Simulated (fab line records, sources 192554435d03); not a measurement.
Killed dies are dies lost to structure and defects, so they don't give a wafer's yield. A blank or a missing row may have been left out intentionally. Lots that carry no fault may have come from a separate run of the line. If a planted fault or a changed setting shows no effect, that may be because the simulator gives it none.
fab line records	flow n5-finfet
[record] lots = 7	wafers = 39
route steps=1938 shown WELL_APT@39 DUMMY_GATE@237 HKMG_FIN@403 MOL_CONTACT_COAG@581
start-h: start of the lot's first displayed wafer, in hours after the record's first day	wait-h: how many hours have passed since the lot's step before this one	" the same as in the row above	L1.1+2: one row covering several wafers at once	- no value, or no start was given	* or withheld: withheld	< > ~ a bound
route shown NAME@n: names a module that has steps shown in the file, with the first one's number in the route	usual: average and standard deviation across the fault-free wafers	same: alike in all rows	chamber/n: place in a boat	sites: the reading at each site	_std_site: standard deviation of those values	_edge_site: outer sites' mean less inner sites'	radius-mm: how far each site lies from the wafer's centre	mask NAME#n: copy n	behind: the last tool/chamber to shape the wafer	hold: why the lot went on hold/how many hours it stayed there/how the hold came to an end	device: whichever transistor did not switch (one of n, p or np)	end of line: at the end of the route, the tests of the same wafers	a step without rows: its recipe alone	killed: the dies lost at the first sort to structure and to defects; this is not the yield of the wafer	map: per-die view of a wafer (x killed, . not killed, _ where there is no die)
set.NAME: the run value of the setting; set.NAME@STEP: its run value at that earlier step	model.NAME: the simulator's own value behind a step, which no gauge read
lots whose settings were changed on purpose; a table a step, a row a wafer
[[steps]]
[step N5_WELL_APT_EXPOSE_22]
[recipe] mask-id = PWELL	na = 0.8	source-shape = conventional	sigma-outer = 0.8	polarization = unpolarized	defocus-nm = 0	target-cd-nm = 200	dose-mj = 23.2
lot.wafer	tool	chamber	start-h	wait-h	mask	set.dose-mj
L077.1+5+6	krf-scanner-02	0	32.87	-	PWELL#0	21.82
L077.2+3+4	"	0	"	"	PWELL#0	23.2
L082.1+4+5	krf-scanner-01	0	63.86	-	PWELL#0	23.2
L082.2+3+6	"	0	"	"	PWELL#0	21.64
L084.1+5+6	krf-scanner-02	0	74.77	-	PWELL#0	23.2
L084.2+3+4	"	0	"	"	PWELL#0	22.15
L086.1+5+6	krf-scanner-02	0	86.54	-	PWELL#0	23.2
L090.1+2+3+4+5+6	krf-scanner-02	0	110.79	-	PWELL#0	23.2
L091.1+3+5	krf-scanner-01	0	116.84	-	PWELL#0	22.23
L091.2+4+6	"	0	"	"	PWELL#0	23.2
L095.1+3+6	krf-scanner-01	0	140.65	-	PWELL#0	23.2
L095.2+4+5	"	0	"	"	PWELL#0	22.68
[step N5_WELL_APT_PEB_23]
[recipe] peb-temp-c = 130	peb-time-s = 90
[step N5_WELL_APT_DEVELOP_24]
[recipe] develop-time-s = 45	rinse-liquid = surfactant-rinse	dry = air-spin	dev-temp-c = 21
[step N5_WELL_APT_HARDBAKE_29]
[recipe] temp-c = 130	time-s = 120
[step N5_WELL_APT_CD_MEAS_25]
[recipe] target-cd-nm = 200	landing-energy-ev = 500	detector = se-inlens
[usual] cd-nm = 198.9/2.4
lot.wafer	tool	chamber	start-h	wait-h	set.dose-mj@WELL_APT_EXPOSE_22	cd-nm
L077.1	cd-sem-03	0	33.04	-	21.82	188.5
L077.2	"	0	"	"	23.2	199.1
L077.3	"	0	"	"	23.2	196.8
L077.4	"	0	"	"	23.2	198.5
L077.5	"	0	"	"	21.82	188.8
L077.6	"	0	"	"	21.82	185.2
L082.1	cd-sem-02	0	64.03	-	23.2	196.8
L082.2	"	0	"	"	21.64	185.5
L082.3	"	0	"	"	21.64	181.3
L082.4	"	0	"	"	23.2	201.0
L082.5	"	0	"	"	23.2	200.0
L082.6	"	0	"	"	21.64	183.7
L084.1	cd-sem-03	0	74.95	-	23.2	198.6
L084.2	"	0	"	"	22.15	189.9
L084.3	"	0	"	"	22.15	190.0
L084.4	"	0	"	"	22.15	188.6
L084.5	"	0	"	"	23.2	199.7
L084.6	"	0	"	"	23.2	196.8
L086.1	cd-sem-02	0	86.72	-	23.2	200.0
L086.5	"	0	"	"	23.2	203.0
L086.6	"	0	"	"	23.2	196.1
L090.1	cd-sem-01	0	110.96	-	23.2	201.8
L090.2	"	0	"	"	23.2	194.6
L090.3	"	0	"	"	23.2	202.9
L090.4	"	0	"	"	23.2	202.2
L090.5	"	0	"	"	23.2	197.5
L090.6	"	0	"	"	23.2	199.9
L091.1	cd-sem-02	0	117.01	-	22.23	190.0
L091.2	"	0	"	"	23.2	201.5
L091.3	"	0	"	"	22.23	191.2
L091.4	"	0	"	"	23.2	201.2
L091.5	"	0	"	"	22.23	193.8
L091.6	"	0	"	"	23.2	198.7
L095.1	cd-sem-01	0	140.83	-	23.2	198.3
L095.2	"	0	"	"	22.68	194.3
L095.3	"	0	"	"	23.2	195.9
L095.4	"	0	"	"	22.68	195.1
L095.5	"	0	"	"	22.68	190.2
L095.6	"	0	"	"	23.2	197.0
[step N5_WELL_APT_DESCUM_30]
[recipe] chemistry = O2	time-s = 7.9	source-power-w = 50	bias-power-w = 20	pressure-mtorr = 20	rf-frequency-hz = 2.712e+07	temp-c = 40	o2-flow-sccm = 225
lot.wafer	tool	chamber	start-h	wait-h	set.dose-mj@WELL_APT_EXPOSE_22	model.WELL_APT.cd-nm
L077.1	rie-diel-04	3	33.13	0.0	21.82	188.6
L077.2	"	1	"	"	23.2	199.2
L077.3	"	0	"	"	23.2	196.9
L077.4	"	2	"	"	23.2	198.2
L077.5	"	3	"	"	21.82	188.5
L077.6	"	2	"	"	21.82	185.1
L082.1	rie-diel-04	0	64.97	0.9	23.2	197
L082.2	"	3	"	"	21.64	185.5
L082.3	"	2	"	"	21.64	181
L082.4	"	1	"	"	23.2	201
L082.5	"	3	"	"	23.2	199.7
L082.6	"	2	"	"	21.64	183.8
L084.1	rie-diel-01	3	75.03	0.0	23.2	198.4
L084.2	"	1	"	"	22.15	190.2
L084.3	"	2	"	"	22.15	190.1
L084.4	"	2	"	"	22.15	188.2
L084.5	"	3	"	"	23.2	199.5
L084.6	"	1	"	"	23.2	197.1
L086.1	rie-diel-06	0	86.80	0.0	23.2	200.1
L086.5	"	0	"	"	23.2	202.9
L086.6	"	3	"	"	23.2	195.9
L090.1	rie-diel-04	2	111.05	0.0	23.2	201.7
L090.2	"	3	"	"	23.2	194.9
L090.3+4	"	1,0	"	"	23.2	202.5
L090.5	"	1	"	"	23.2	197.5
L090.6	"	2	"	"	23.2	200
L091.1	rie-diel-04	2	117.10	0.0	22.23	189.9
L091.2	"	0	"	"	23.2	201.9
L091.3	"	3	"	"	22.23	191.4
L091.4	"	1	"	"	23.2	201.3
L091.5	"	1	"	"	22.23	194.1
L091.6	"	2	"	"	23.2	198.6
L095.1	rie-diel-01	3	140.91	0.0	23.2	198.1
L095.2	"	2	"	"	22.68	194.2
L095.3	"	0	"	"	23.2	196.2
L095.4	"	1	"	"	22.68	195.1
L095.5	"	1	"	"	22.68	190.1
L095.6	"	2	"	"	23.2	197.3
[step N5_DUMMY_GATE_ETCH_37]
[recipe] chemistry = N2/H2	target = SOC	target-depth-a = 600	overetch-a = 300	temp-c = 40	ion-energy-ev = 200	pressure-mtorr = 30	source-w = 840	bias-w = 150	n2-flow-sccm = 200	h2-flow-sccm = 200
[usual] rf-vpp-V = 523.9/1.9
lot.wafer	tool	chamber	start-h	wait-h	set.source-w	rf-vpp-V
L077.1	rie-diel-02	0	66.13	0.0	840	522.6
L077.2	"	2	"	"	840	523.9
L077.3	"	1	"	"	840	522.0
L077.4	"	3	"	"	941.6	505.2
L077.5	"	3	"	"	941.6	503.5
L077.6	"	2	"	"	941.6	504.6
L082.1	rie-diel-02	1	101.19	0.0	840	522.1
L082.2	"	2	"	"	747.8	544.3
L082.3	"	0	"	"	747.8	542.5
L082.4	"	2	"	"	840	525.8
L082.5	"	1	"	"	747.8	541.8
L082.6	"	0	"	"	840	522.7
L084.1	rie-diel-02	1	109.14	0.0	703.9	554.6
L084.2	"	2	"	"	840	524.0
L084.3	"	3	"	"	703.9	555.4
L084.4	"	0	"	"	703.9	552.6
L084.5	"	2	"	"	840	523.2
L084.6	"	3	"	"	840	524.6
L086.1	rie-diel-05	3	119.07	0.0	840	522.2
L086.5	"	3	"	"	840	521.2
L086.6	"	2	"	"	840	524.6
L090.1	rie-diel-03	1	142.01	0.0	709.4	554.7
L090.2	"	3	"	"	840	525.0
L090.3	"	2	"	"	709.4	558.0
L090.4	"	0	"	"	840	523.0
L090.5	"	2	"	"	709.4	556.7
L090.6	"	1	"	"	840	526.6
L091.1	rie-diel-03	2	148.40	0.0	840	526.0
L091.2	"	3	"	"	702.2	555.7
L091.3	"	1	"	"	702.2	559.2
L091.4	"	0	"	"	702.2	554.7
L091.5	"	0	"	"	840	523.2
L091.6	"	3	"	"	840	524.7
L095.1	rie-diel-05	1	171.32	0.0	706.3	559.0
L095.2	"	2	"	"	706.3	555.6
L095.3	"	0	"	"	840	522.6
L095.4	"	3	"	"	840	521.0
L095.5	"	0	"	"	706.3	554.9
L095.6	"	1	"	"	840	527.5
[step N5_DUMMY_GATE_ETCH_32]
[recipe] chemistry = CF4	target = SiO2	target-depth-a = 35	time-s = 3.9	ion-energy-ev = 350	pressure-mtorr = 10	icp-w = 800	bias-w = 400	cf4-flow-sccm = 80
lot.wafer	tool	chamber	start-h	wait-h	set.time-s	model.etch.depth-nm
L077.1	rie-si-01	1	66.72	0.1	3.9	3.437
L077.2+6	"	3,1	"	"	3.172	2.791
L077.3	"	2	"	"	3.9	3.435
L077.4	"	0	"	"	3.9	3.478
L077.5	"	2	"	"	3.172	2.803
L082.1	rie-si-02	3	101.71	0.1	3.9	3.554
L082.2	"	1	"	"	3.9	3.323
L082.3	"	0	"	"	3.504	3.167
L082.4	"	2	"	"	3.9	3.444
L082.5	"	2	"	"	3.504	3.056
L082.6	"	1	"	"	3.504	2.966
L084.1	rie-si-05	1	109.82	0.1	3.9	3.35
L084.2	"	0	"	"	4.646	4.263
L084.3	"	2	"	"	4.646	3.992
L084.4	"	3	"	"	3.9	3.468
L084.5	"	1	"	"	3.9	3.342
L084.6	"	0	"	"	4.646	4.236
L086.1	rie-si-01	0	119.60	0.1	3.9	3.489
L086.5	"	3	"	"	3.9	3.46
L086.6	"	2	"	"	3.9	3.461
L090.1	rie-si-01	2	142.79	0.1	3.9	3.466
L090.2	"	1	"	"	4.62	4.183
L090.3	"	3	"	"	3.9	3.434
L090.4	"	0	"	"	3.9	3.491
L090.5	"	1	"	"	4.62	4.153
L090.6	"	2	"	"	4.62	4.111
L091.1	rie-si-02	3	148.93	0.1	3.413	3.115
L091.2	"	2	"	"	3.413	3.026
L091.3	"	0	"	"	3.9	3.534
L091.4	"	1	"	"	3.413	2.933
L091.5	"	2	"	"	3.9	3.45
L091.6	"	3	"	"	3.9	3.576
L095.1	rie-si-01	1	171.84	0.1	3.9	3.501
L095.2	"	3	"	"	3.292	2.898
L095.3	"	0	"	"	3.292	2.945
L095.4	"	2	"	"	3.9	3.436
L095.5	"	2	"	"	3.9	3.412
L095.6	"	3	"	"	3.292	2.89
[step N5_HKMG_FIN_ETCH_55]
[recipe] chemistry = N2/H2	target = SOC	target-depth-a = 2400	temp-c = 40	time-s = 300	ion-energy-ev = 200	mask-material = SiARC	pressure-mtorr = 30	source-w = 840	bias-w = 150	n2-flow-sccm = 200	h2-flow-sccm = 200
lot.wafer	tool	chamber	start-h	wait-h	set.time-s	model.HKMG_FIN.feature-depth-nm	model.etch.depth-nm	model.SiARC_of_HKMG_FIN_COAT_42.thk-nm
L077.1	rie-diel-04	1	91.21	0.0	300	237	236.9	21.2
L077.2	"	2	"	"	300	251.8	251.8	21
L077.3	"	3	"	"	300	242.4	242.5	21
L077.4	"	0	"	"	300	254	254.1	20
L077.5	"	1	"	"	300	236.6	236.7	21.2
L077.6	"	0	"	"	300	251.8	251.8	20.4
L082.1	rie-diel-01	3	126.16	0.0	300	240.2	240.1	21
L082.2+5	"	2	"	"	353	271.2	271.1	19.4
L082.3	"	0	"	"	300	250.4	250.5	20.8
L082.4	"	1	"	"	353	276.8	276.7	18.4
L082.6	"	1	"	"	300	233.6	233.7	21
L084.1	rie-diel-04	2	134.04	0.0	300	255.6	255.5	20.8
L084.2	"	3	"	"	300	242	241.9	21
L084.3	"	0	"	"	266.7	220.8	220.8	22
L084.4	"	1	"	"	300	235.8	235.7	21.2
L084.5	"	2	"	"	266.7	226.6	226.6	22.4
L084.6	"	1	"	"	266.7	209	209	22.8
L086.1	rie-diel-06	1	143.94	0.0	300	246.4	246.4	21
L086.5	"	0	"	"	300	231.2	231.2	21.2
L086.6	"	1	"	"	300	243.8	243.8	21.2
L090.1	rie-diel-01	3	167.01	0.0	300	238.2	238.3	21
L090.2	"	2	"	"	353.1	270.2	270.3	19.4
L090.3	"	0	"	"	353.1	293	293.1	18.6
L090.4	"	1	"	"	300	234.4	234.5	21.2
L090.5	"	0	"	"	300	250	250	21
L090.6	"	3	"	"	353.1	279.2	279.3	18.8
L091.1	rie-diel-06	2	172.29	0.0	300	258.6	258.6	20
L091.2	"	1	"	"	300	245	245	21
L091.3	"	0	"	"	333.7	255.2	255.3	19.6
L091.4	"	3	"	"	333.7	261.4	261.3	20.4
L091.5	"	1	"	"	333.7	273.4	273.5	19.4
L091.6	"	0	"	"	300	227.4	227.5	21.2
L095.1	rie-diel-04	2	196.85	0.0	237.3	199.4	199.4	24
L095.2	"	1	"	"	237.3	182	181.9	24.2
L095.3	"	0	"	"	237.3	198	197.9	23.2
L095.4	"	3	"	"	300	238.2	238.2	21.2
L095.5	"	0	"	"	300	250.2	250.1	20.2
L095.6	"	1	"	"	300	231.6	231.6	21.4
[step N5_HKMG_FIN_ETCH_86]
[recipe] chemistry = N2/H2	target = SOC	target-depth-a = 3932	stop-on = TiN	ion-energy-ev = 100	bias-w = 61	pressure-mtorr = 30	source-w = 850	n2-flow-sccm = 200	h2-flow-sccm = 200
lot.wafer	tool	chamber	start-h	wait-h	set.target-depth-a	model.SOC_of_HKMG_FIN_COAT_85.thk-nm
L077.1	rie-diel-06	1	95.83	-	3557	46.6
L077.2	"	0	"	"	3932	14
L077.3	"	3	"	"	3557	42
L077.4	"	2	"	"	3932	14.8
L077.5	"	1	"	"	3932	19.8
L077.6	"	0	"	"	3557	41.2
L082.1	rie-diel-04	2	130.81	-	3525	47.8
L082.2	"	1	"	"	3932	20
L082.3	"	0	"	"	3932	12.6
L082.4	"	3	"	"	3525	46.6
L082.5	"	1	"	"	3525	49
L082.6	"	2	"	"	3932	18.6
L084.1	rie-diel-06	0	138.64	-	3932	14.6
L084.2	"	2	"	"	3747	28.8
L084.3	"	1	"	"	3747	33.6
L084.4	"	3	"	"	3747	29.2
L084.5	"	2	"	"	3932	15.2
L084.6	"	3	"	"	3932	15.6
L086.1	rie-diel-04	0	148.44	-	3932	12.8
L086.5	"	3	"	"	3932	17.6
L086.6	"	2	"	"	3932	18.8
L090.1	rie-diel-01	3	171.50	-	3932	13.2
L090.2+6	"	1	"	"	3932	19.4
L090.3	"	2	"	"	3932	23.8
L090.4	"	0	"	"	3932	15.2
L090.5	"	2	"	"	3932	23.6
L091.1	rie-diel-06	3	176.93	-	3932	16.2
L091.2+6	"	2	"	"	3932	15.4
L091.3	"	0	"	"	3932	14.8
L091.4+5	"	1	"	"	3932	21
L095.1+3+4	rie-diel-01	0,3,3	201.47	-	4306	8.6
L095.2+6	"	1	"	"	3932	19.8
L095.5	"	0	"	"	3932	15.4
[step N5_MOL_CONTACT_COAG_ETCH_91]
[recipe] chemistry = N2/H2	target = SOC	target-depth-a = 600	overetch-a = 210	mask-material = SiARC	temp-c = 40	time-s = 101.2	ion-energy-ev = 200	pressure-mtorr = 30	source-w = 840	bias-w = 150	n2-flow-sccm = 200	h2-flow-sccm = 200
lot.wafer	tool	chamber	start-h	wait-h	set.time-s	model.SiARC_of_MOL_CONTACT_COAG_COAT_76.thk-nm
L077.1+4+5	rie-diel-04	1,3,3	118.50	0.0	81.75	6.6
L077.2	"	2	"	"	101.2	5.8
L077.3+6	"	0	"	"	101.2	5.6
L082.1+2+3+5	rie-diel-01	0,3,1,3	151.90	0.0	101.2	5.8
L082.4+6	"	2	"	"	101.2	6
L084.1	rie-diel-06	1	159.55	0.0	125	4.8
L084.2	"	2	"	"	101.2	5.6
L084.3	"	3	"	"	125	5
L084.4	"	3	"	"	101.2	6
L084.5	"	2	"	"	125	4.4
L084.6	"	1	"	"	101.2	5.8
L086.1+5	rie-diel-01	1	172.06	0.0	101.2	5.8
L086.6	"	2	"	"	101.2	6.2
L090.1	rie-diel-01	2	192.06	0.0	111.2	5.8
L090.2+6	"	1	"	"	111.2	5.4
L090.3	"	0	"	"	101.2	5.8
L090.4+5	"	3,2	"	"	101.2	6
L091.1	rie-diel-06	3	198.74	0.0	101.2	6
L091.2	"	0	"	"	110.7	5.4
L091.3	"	2	"	"	101.2	5.4
L091.4	"	2	"	"	110.7	5
L091.5	"	0	"	"	101.2	5.6
L091.6	"	3	"	"	110.7	5.6
L095.1+2+5	rie-diel-01	3,1,3	221.03	0.0	88.92	6.4
L095.3+6	"	2	"	"	101.2	6
L095.4	"	0	"	"	101.2	5.8
[[key]]
[split] step = N5_WELL_APT_EXPOSE_22	setting = dose-mj	stated = 23.2	by = wafer
[response] step = N5_WELL_APT_CD_MEAS_25	reading = cd-nm	change = +2.06	per = 1%	r = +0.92
[response] step = N5_WELL_APT_DESCUM_30	reading = model.WELL_APT.cd-nm	change = +2.07	per = 1%	r = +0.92
[split] step = N5_DUMMY_GATE_ETCH_37	setting = source-w	stated = 840	by = wafer
[response] step = N5_DUMMY_GATE_ETCH_37	reading = rf-vpp-V	change = -1.9	per = 1%	r = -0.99
[split] step = N5_DUMMY_GATE_ETCH_32	setting = time-s	stated = 3.9	by = wafer
[response] step = N5_DUMMY_GATE_ETCH_32	reading = model.etch.depth-nm	change = +0.0373	per = 1%	r = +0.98
[split] step = N5_HKMG_FIN_ETCH_55	setting = time-s	stated = 300	by = wafer
[response] step = N5_HKMG_FIN_ETCH_55	reading = model.HKMG_FIN.feature-depth-nm	change = +2.1	per = 1%	r = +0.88
[response] step = N5_HKMG_FIN_ETCH_55	reading = model.etch.depth-nm	change = +2.1	per = 1%	r = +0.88
[response] step = N5_HKMG_FIN_ETCH_55	reading = model.SiARC_of_HKMG_FIN_COAT_42.thk-nm	change = -0.119	per = 1%	r = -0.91
[split] step = N5_HKMG_FIN_ETCH_86	setting = target-depth-a	stated = 3932	by = wafer
[response] step = N5_HKMG_FIN_ETCH_86	reading = model.SOC_of_HKMG_FIN_COAT_85.thk-nm	change = -2.39	per = 1%	r = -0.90
[split] step = N5_MOL_CONTACT_COAG_ETCH_91	setting = time-s	stated = 101.2	by = wafer
[response] step = N5_MOL_CONTACT_COAG_ETCH_91	reading = model.SiARC_of_MOL_CONTACT_COAG_COAT_76.thk-nm	change = -0.0444	per = 1%	r = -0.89
